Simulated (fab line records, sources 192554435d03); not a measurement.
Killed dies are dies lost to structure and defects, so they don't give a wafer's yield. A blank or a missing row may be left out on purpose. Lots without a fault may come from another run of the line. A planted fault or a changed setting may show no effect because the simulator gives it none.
Split-lot experiment | flow n5_finfet | 7 lots, 21 wafers read, on a route of 1938 steps

THE SPLIT
At N5_MOL_CONTACT_COAG_ETCHBACK_136 (etches SiO2 in CHF3, target depth 25 nm, time 16.7 s), the setting target_depth_a was moved away from the recipe's 250 angstrom on 6 of the 21 wafers read, by -8.8% to +10.9%. The other wafers ran this setting at the recipe's value.

FROM THE SPLIT TO THE READING: what the file shows between them, 1 step
- N5_MOL_CONTACT_COAG_STRIP_120: strips in CHF3

THE READING
MOL_CONTACT_COAG.feature_depth_nm (the simulator's own value, which no gauge read), in nm, at N5_MOL_CONTACT_COAG_VIA_ETCH_117 (etches SiO2 in C4F6/O2, target depth 40 nm, overetch 8 nm, time 26 s). The file gives no usual value for it. The 15 wafers here that ran the recipe average 40.1 nm, standard deviation 0.28 nm.

wafer  | tool, chamber at the split | target_depth_a as run, angstrom | against the recipe | MOL_CONTACT_COAG.feature_depth_nm, nm | against lot-mates on the recipe
L078.1 | rie_diel-06, 1,3,1         | 250                             | recipe             | 40.2                                  | -
L078.2 | rie_diel-06, 1,3,1         | 250                             | recipe             | 39.8                                  | -
L078.5 | rie_diel-06, 1,3,1         | 250                             | recipe             | 40                                    | -
L083.1 | rie_diel-06, 3,0,0         | 250                             | recipe             | 40                                    | -
L083.4 | rie_diel-06, 3,0,0         | 250                             | recipe             | 40.2                                  | -
L083.6 | rie_diel-06, 3,0,0         | 250                             | recipe             | 40.6                                  | -
L084.1 | rie_diel-06, 2,3           | 250                             | recipe             | 40.2                                  | -
L084.3 | rie_diel-06, 3             | 228.1                           | -8.8%              | 42                                    | +2.1
L084.6 | rie_diel-06, 2,3           | 250                             | recipe             | 39.6                                  | -
L085.4 | rie_diel-05, 1             | 250                             | recipe             | 39.8                                  | -
L085.5 | rie_diel-05, 2             | 277.2                           | +10.9%             | 37.8                                  | -2.0
L085.6 | rie_diel-05, 1             | 250                             | recipe             | 39.8                                  | -
L093.1 | rie_diel-06, 2,0           | 250                             | recipe             | 40.4                                  | -
L093.4 | rie_diel-06, 2,0           | 250                             | recipe             | 40.4                                  | -
L093.5 | rie_diel-06, 2             | 265.7                           | +6.3%              | 39                                    | -1.4
L094.1 | rie_diel-05, 2,0           | 240.1                           | -4.0%              | 41                                    | +1.0
L094.2 | rie_diel-05, 1             | 250                             | recipe             | 40                                    | -
L094.3 | rie_diel-05, 2,0           | 240.1                           | -4.0%              | 40                                    | +0.0
L097.2 | rie_diel-06, 0,2           | 250                             | recipe             | 40.4                                  | -
L097.3 | rie_diel-06, 2             | 276.7                           | +10.7%             | 37.6                                  | -2.8
L097.4 | rie_diel-06, 0,2           | 250                             | recipe             | 40.4                                  | -
Where a row lists several chambers, the file gives one row for several wafers and doesn't say which wafer went through which chamber.

THE FIT
A straight line over all 21 wafers: MOL_CONTACT_COAG.feature_depth_nm changes by -0.206 nm for each +1% of target_depth_a; r = -0.94; the points scatter about the line by 0.34 nm.
The same after taking each lot's own level away (the mean of its wafers on the recipe; 21 wafers): -0.217 nm for each +1%; r = -0.96; scatter 0.29 nm.
On that fit, the largest move of target_depth_a shifts the reading by 2.4 nm.
The lots' own levels span 39.80 to 40.40 nm, that is 2.1 times the standard deviation above.
So the lot-to-lot level changes the slope little: the two slopes agree.
Check: with one of the wafers moved furthest among these (+10.9%) left out of the fit, the line predicts -2.59 nm for it against its lot-mates. It came out at -2 nm against them.

OTHER SPLITS ON THESE WAFERS
These wafers also went through other splits before the reading. Each is held against what the fit with the lots' levels taken away leaves over:
other split on the same wafers       | wafers away from the commonest value | r with MOL_CONTACT_COAG.feature_depth_nm (lot level and that fit taken away)
N5_MOL_CONTACT_COAG_COAT_78 spin_rpm | 9                                    | +0.33

THE WHOLE CHAIN: every reading that the file lists as answering this split, in the file's order
step                             | what it does                                                         | reading                                                                            | change (the file's fit)               | r (the file's)
N5_MOL_CONTACT_COAG_VIA_ETCH_117 | etches SiO2 in C4F6/O2, target depth 40 nm, overetch 8 nm, time 26 s | etch.depth_nm (the simulator's own value, which no gauge read)                     | -0.225 nm for each +1% of the setting | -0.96
N5_MOL_CONTACT_COAG_VIA_ETCH_117 | etches SiO2 in C4F6/O2, target depth 40 nm, overetch 8 nm, time 26 s | MOL_CONTACT_COAG.feature_depth_nm (the simulator's own value, which no gauge read) | -0.222 nm for each +1% of the setting | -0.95

THE FILE'S OWN FIT
MOL_CONTACT_COAG.feature_depth_nm changes by -0.222 nm for each +1% of target_depth_a, r = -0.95.
